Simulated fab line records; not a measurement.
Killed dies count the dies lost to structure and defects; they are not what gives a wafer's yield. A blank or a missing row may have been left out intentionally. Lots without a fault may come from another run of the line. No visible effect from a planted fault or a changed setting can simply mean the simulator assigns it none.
Which tool is to blame? / flow nand_harc / Sampling: 14 lots, 41 wafers, 5 of 1302 route steps

## WHAT THE GAUGES SHOWED, per wafer
NHARC_END_SORT_01. Usual: killed_at_array 55, standard deviation 17; killed_at_other 1.1, standard deviation 1.6; killed_at_periphery 3.8, standard deviation 2.5; killed_dies 60, standard deviation 18; killed_open 3.3, standard deviation 1.9; killed_short 2.5, standard deviation 1.7.
lot=L200; measured=day 29 17:17; on=prober-02; killed_at_array=329 65; killed_at_other=0 0; killed_at_periphery=5 2; killed_dies=334 67; killed_open=1 1; killed_short=0 3; flag=OFF
lot=L202; measured=day 30 07:34; on=prober-01; killed_at_array=191 159 48; killed_at_other=1 1 1; killed_at_periphery=5 4 2; killed_dies=197 164 51; killed_open=4 6 0; killed_short=5 0 3; flag=OFF
lot=L204; measured=day 30 11:41; on=prober-02; killed_at_array=260 55 54; killed_at_other=0 0 0; killed_at_periphery=5 11 11; killed_dies=265 66 65; killed_open=5 3 7; killed_short=1 2 2; flag=OFF

## WHICH TOOL RAN EACH LOT (tool, then ch and the chambers of the sampled wafers, then the start)
lot=L189; NHARC_A_SLIT_DEP_00=acl_dep-02 ch 0, day 20 01:22; NHARC_A_BONDPAD_ANNEAL_28=rtp_anneal-01 ch 0, day 23 14:54; NHARC_THIN_TSV_ETCH_15=rie_si-03 ch 0,2,3, day 24 05:35; NHARC_THIN_TSV_STRIP_45=plasma_asher-01 ch 0,1, day 24 05:54
lot=L188; NHARC_A_SLIT_DEP_00=acl_dep-01 ch 0, day 20 01:57; NHARC_A_BONDPAD_ANNEAL_28=rtp_anneal-01 ch 0, day 23 15:56; NHARC_THIN_TSV_ETCH_15=rie_si-06 ch 0,1,2, day 24 06:37; NHARC_THIN_TSV_STRIP_45=plasma_asher-02 ch 0,1, day 24 06:50
lot=L191; NHARC_A_SLIT_DEP_00=acl_dep-02 ch 0, day 20 15:29; NHARC_A_BONDPAD_ANNEAL_28=rtp_anneal-02 ch 0, day 24 06:00; NHARC_THIN_TSV_ETCH_15=rie_si-06 ch 2,3, day 24 21:07; NHARC_THIN_TSV_STRIP_45=plasma_asher-02 ch 0,1, day 24 21:23
lot=L192; NHARC_A_SLIT_DEP_00=acl_dep-01 ch 0, day 21 10:01; NHARC_A_BONDPAD_ANNEAL_28=rtp_anneal-01 ch 0, day 24 19:49; NHARC_THIN_TSV_ETCH_15=rie_si-03 ch 1,2, day 25 11:33; NHARC_THIN_TSV_STRIP_45=plasma_asher-01 ch 0,1, day 25 11:46
lot=L193; NHARC_A_SLIT_DEP_00=acl_dep-02 ch 0, day 22 01:38; NHARC_A_BONDPAD_ANNEAL_28=rtp_anneal-02 ch 0, day 25 17:19; NHARC_THIN_TSV_ETCH_15=rie_si-05 ch 1,2,3, day 26 10:21; NHARC_THIN_TSV_STRIP_45=plasma_asher-01 ch 0,1, day 26 10:49
lot=L194; NHARC_A_SLIT_DEP_00=acl_dep-03 ch 0, day 22 11:47; NHARC_A_BONDPAD_ANNEAL_28=rtp_anneal-01 ch 0, day 26 02:16; NHARC_THIN_TSV_ETCH_15=rie_si-05 ch 0,1,2, day 26 16:14; NHARC_THIN_TSV_STRIP_45=plasma_asher-01 ch 0,1, day 26 16:34
lot=L200; NHARC_A_SLIT_DEP_00=acl_dep-02 ch 0, day 24 23:02; NHARC_A_BONDPAD_ANNEAL_28=rtp_anneal-02 ch 0, day 28 07:47; NHARC_THIN_TSV_ETCH_15=rie_si-06 ch 3, day 28 22:40; NHARC_THIN_TSV_STRIP_45=plasma_asher-02 ch 0,1, day 28 22:59
lot=L202; NHARC_A_SLIT_DEP_00=acl_dep-02 ch 0, day 25 11:53; NHARC_A_BONDPAD_ANNEAL_28=rtp_anneal-02 ch 0, day 29 02:37; NHARC_THIN_TSV_ETCH_15=rie_si-05 ch 0,1,3, day 29 16:50; NHARC_THIN_TSV_STRIP_45=plasma_asher-02 ch 0,1, day 29 17:02
lot=L204; NHARC_A_SLIT_DEP_00=acl_dep-02 ch 0, day 25 18:28; NHARC_A_BONDPAD_ANNEAL_28=rtp_anneal-02 ch 0, day 29 07:20; NHARC_THIN_TSV_ETCH_15=rie_si-05 ch 0,1,2, day 29 21:16; NHARC_THIN_TSV_STRIP_45=plasma_asher-02 ch 0,1, day 29 21:29
lot=L206; NHARC_A_SLIT_DEP_00=acl_dep-03 ch 0, day 26 15:24; NHARC_A_BONDPAD_ANNEAL_28=rtp_anneal-02 ch 0, day 30 07:22; NHARC_THIN_TSV_ETCH_15=rie_si-05 ch 0,1,3, day 31 00:07; NHARC_THIN_TSV_STRIP_45=plasma_asher-02 ch 0,1, day 31 00:20
lot=L208; NHARC_A_SLIT_DEP_00=acl_dep-02 ch 0, day 27 23:38; NHARC_A_BONDPAD_ANNEAL_28=rtp_anneal-02 ch 0, day 31 11:08; NHARC_THIN_TSV_ETCH_15=rie_si-03 ch 0,2,3, day 32 04:55; NHARC_THIN_TSV_STRIP_45=plasma_asher-01 ch 0,1, day 32 05:08
lot=L207; NHARC_A_SLIT_DEP_00=acl_dep-03 ch 0, day 28 00:29; NHARC_A_BONDPAD_ANNEAL_28=rtp_anneal-01 ch 0, day 31 12:06; NHARC_THIN_TSV_ETCH_15=rie_si-05 ch 1,2,3, day 32 06:05; NHARC_THIN_TSV_STRIP_45=plasma_asher-02 ch 0,1, day 32 06:21
lot=L211; NHARC_A_SLIT_DEP_00=acl_dep-01 ch 0, day 29 02:55; NHARC_A_BONDPAD_ANNEAL_28=rtp_anneal-01 ch 0, day 33 02:49; NHARC_THIN_TSV_ETCH_15=rie_si-06 ch 1,2,3, day 33 16:52; NHARC_THIN_TSV_STRIP_45=plasma_asher-01 ch 0,1, day 33 17:05
lot=L210; NHARC_A_SLIT_DEP_00=acl_dep-02 ch 0, day 29 04:20; NHARC_A_BONDPAD_ANNEAL_28=rtp_anneal-01 ch 0, day 33 01:21; NHARC_THIN_TSV_ETCH_15=rie_si-05 ch 0,2,3, day 33 17:56; NHARC_THIN_TSV_STRIP_45=plasma_asher-01 ch 1, day 33 18:55
- NHARC_A_SLIT_DEP_00: deposits aC, target thk 6200 nm.
- NHARC_A_BONDPAD_ANNEAL_28: time 90 s.
- NHARC_THIN_TSV_ETCH_15: target depth 3000 nm, bosch target overetch cycles 2, bosch etch step 2.8 s.
- NHARC_THIN_TSV_STRIP_45: strips in O2.

## AS READ BY THE TOOLS THEMSELVES (means over the sampled wafers that have a number; for cases with no such wafer, the mark the record gives instead)
NHARC_A_SLIT_DEP_00. Usual: 35.000 % for throttle_valve_pct, sd 0.0086.
lot=L189; tool=acl_dep-02; throttle_valve_pct (%)=35.001; flag=
lot=L188; tool=acl_dep-01; throttle_valve_pct (%)=35.008; flag=
lot=L191; tool=acl_dep-02; throttle_valve_pct (%)=34.989; flag=
lot=L192; tool=acl_dep-01; throttle_valve_pct (%)=34.998; flag=
lot=L193; tool=acl_dep-02; throttle_valve_pct (%)=35.001; flag=
lot=L194; tool=acl_dep-03; throttle_valve_pct (%)=35.005; flag=
lot=L200; tool=acl_dep-02; throttle_valve_pct (%)=35.002; flag=
lot=L202; tool=acl_dep-02; throttle_valve_pct (%)=34.997; flag=
lot=L204; tool=acl_dep-02; throttle_valve_pct (%)=35.004; flag=
lot=L206; tool=acl_dep-03; throttle_valve_pct (%)=34.995; flag=
lot=L208; tool=acl_dep-02; throttle_valve_pct (%)=35.004; flag=
lot=L207; tool=acl_dep-03; throttle_valve_pct (%)=35.007; flag=
lot=L211; tool=acl_dep-01; throttle_valve_pct (%)=34.999; flag=
lot=L210; tool=acl_dep-02; throttle_valve_pct (%)=35.002; flag=

NHARC_A_BONDPAD_ANNEAL_28. Usual: 225.70 for wafer_temp_C_max, sd 0.23.
lot=L189 tool=rtp_anneal-01 wafer_temp_C_max=225.60 flag=
lot=L188 tool=rtp_anneal-01 wafer_temp_C_max=225.27 flag=
lot=L191 tool=rtp_anneal-02 wafer_temp_C_max=225.93 flag=
lot=L192 tool=rtp_anneal-01 wafer_temp_C_max=225.70 flag=
lot=L193 tool=rtp_anneal-02 wafer_temp_C_max=225.86 flag=
lot=L194 tool=rtp_anneal-01 wafer_temp_C_max=225.51 flag=
lot=L200 tool=rtp_anneal-02 wafer_temp_C_max=225.61 flag=
lot=L202 tool=rtp_anneal-02 wafer_temp_C_max=225.87 flag=
lot=L204 tool=rtp_anneal-02 wafer_temp_C_max=225.59 flag=
lot=L206 tool=rtp_anneal-02 wafer_temp_C_max=225.85 flag=
lot=L208 tool=rtp_anneal-02 wafer_temp_C_max=225.65 flag=
lot=L207 tool=rtp_anneal-01 wafer_temp_C_max=225.69 flag=
lot=L211 tool=rtp_anneal-01 wafer_temp_C_max=225.63 flag=
lot=L210 tool=rtp_anneal-01 wafer_temp_C_max=225.66 flag=

NHARC_THIN_TSV_ETCH_15. Usual: 5.9 A for drypump_motor_current_A, sd 0.52.
lot=L189; tool=rie_si-03; drypump_motor_current_A (A)=5.4; flag=
lot=L188; tool=rie_si-06; drypump_motor_current_A (A)=5.4; flag=
lot=L191; tool=rie_si-06; drypump_motor_current_A (A)=6.0; flag=
lot=L192; tool=rie_si-03; drypump_motor_current_A (A)=5.9; flag=
lot=L193; tool=rie_si-05; drypump_motor_current_A (A)=6.2; flag=
lot=L194; tool=rie_si-05; drypump_motor_current_A (A)=6.4; flag=
lot=L200; tool=rie_si-06; drypump_motor_current_A (A)=6.1; flag=
lot=L202; tool=rie_si-05; drypump_motor_current_A (A)=6.3; flag=
lot=L204; tool=rie_si-05; drypump_motor_current_A (A)=6.4; flag=
lot=L206; tool=rie_si-05; drypump_motor_current_A (A)=6.3; flag=
lot=L208; tool=rie_si-03; drypump_motor_current_A (A)=5.4; flag=
lot=L207; tool=rie_si-05; drypump_motor_current_A (A)=6.2; flag=
lot=L211; tool=rie_si-06; drypump_motor_current_A (A)=5.6; flag=
lot=L210; tool=rie_si-05; drypump_motor_current_A (A)=6.3; flag=

NHARC_THIN_TSV_STRIP_45. Usual: drypump_motor_current_A 5.6 A, standard deviation 0.52; heater_power_w 318 W, standard deviation 19; rf_refl_power_W 22 W, standard deviation 6.2.
lot=L189; tool=plasma_asher-01; drypump_motor_current_A (A)=6.1; heater_power_w (W)=339; rf_refl_power_W (W)=22; flag=
lot=L188; tool=plasma_asher-02; drypump_motor_current_A (A)=5.1; heater_power_w (W)=300; rf_refl_power_W (W)=20; flag=
lot=L191; tool=plasma_asher-02; drypump_motor_current_A (A)=5.1; heater_power_w (W)=300; rf_refl_power_W (W)=20; flag=
lot=L192; tool=plasma_asher-01; drypump_motor_current_A (A)=5.9; heater_power_w (W)=340; rf_refl_power_W (W)=-; flag=OFF
lot=L193; tool=plasma_asher-01; drypump_motor_current_A (A)=6.1; heater_power_w (W)=337; rf_refl_power_W (W)=21; flag=
lot=L194; tool=plasma_asher-01; drypump_motor_current_A (A)=6.1; heater_power_w (W)=343; rf_refl_power_W (W)=22; flag=
lot=L200; tool=plasma_asher-02; drypump_motor_current_A (A)=5.1; heater_power_w (W)=296; rf_refl_power_W (W)=-; flag=OFF
lot=L202; tool=plasma_asher-02; drypump_motor_current_A (A)=5.1; heater_power_w (W)=302; rf_refl_power_W (W)=20; flag=
lot=L204; tool=plasma_asher-02; drypump_motor_current_A (A)=5.1; heater_power_w (W)=301; rf_refl_power_W (W)=19; flag=
lot=L206; tool=plasma_asher-02; drypump_motor_current_A (A)=5.1; heater_power_w (W)=298; rf_refl_power_W (W)=19; flag=
lot=L208; tool=plasma_asher-01; drypump_motor_current_A (A)=5.9; heater_power_w (W)=323; rf_refl_power_W (W)=-; flag=OFF
lot=L207; tool=plasma_asher-02; drypump_motor_current_A (A)=5.1; heater_power_w (W)=297; rf_refl_power_W (W)=21; flag=
lot=L211; tool=plasma_asher-01; drypump_motor_current_A (A)=5.9; heater_power_w (W)=326; rf_refl_power_W (W)=26; flag=
lot=L210; tool=plasma_asher-01; drypump_motor_current_A (A)=6.4; heater_power_w (W)=318; rf_refl_power_W (W)=16; flag=

## THE ANSWER, worked out from the rows above alone
Rule: lot off if the mean of its wafers having a number is beyond 3 standard deviations from the usual mean. Also off: a lot with no number at a reading for which 4 or more lots have one. All remaining lots with rows at the step are treated as sound. The gauges are gone through in route order, then the tools' own readings, and for those a lot's mean is taken as printed above. At the first step where some lot is off, the reading lying furthest off is the one used; lots without a number count as furthest.
Off, at NHARC_END_SORT_01 on killed_at_array: L200, L202, L204. Neither off nor sound, because the step has no rows for them: L189, L188, L191, L192, L193, L194, L206, L208, L207, L211, L210.
A tool fits if, at a process step before that reading, it ran every lot that is off, and no sound lot after the first of them. The gauges at NHARC_END_SORT_01 are tried like those tools. Can't be told from this: 3 tools fit, acl_dep-02 at NHARC_A_SLIT_DEP_00, rtp_anneal-02 at NHARC_A_BONDPAD_ANNEAL_28, plasma_asher-02 at NHARC_THIN_TSV_STRIP_45.

## WHAT WAS PUT IN BY THE SIMULATOR
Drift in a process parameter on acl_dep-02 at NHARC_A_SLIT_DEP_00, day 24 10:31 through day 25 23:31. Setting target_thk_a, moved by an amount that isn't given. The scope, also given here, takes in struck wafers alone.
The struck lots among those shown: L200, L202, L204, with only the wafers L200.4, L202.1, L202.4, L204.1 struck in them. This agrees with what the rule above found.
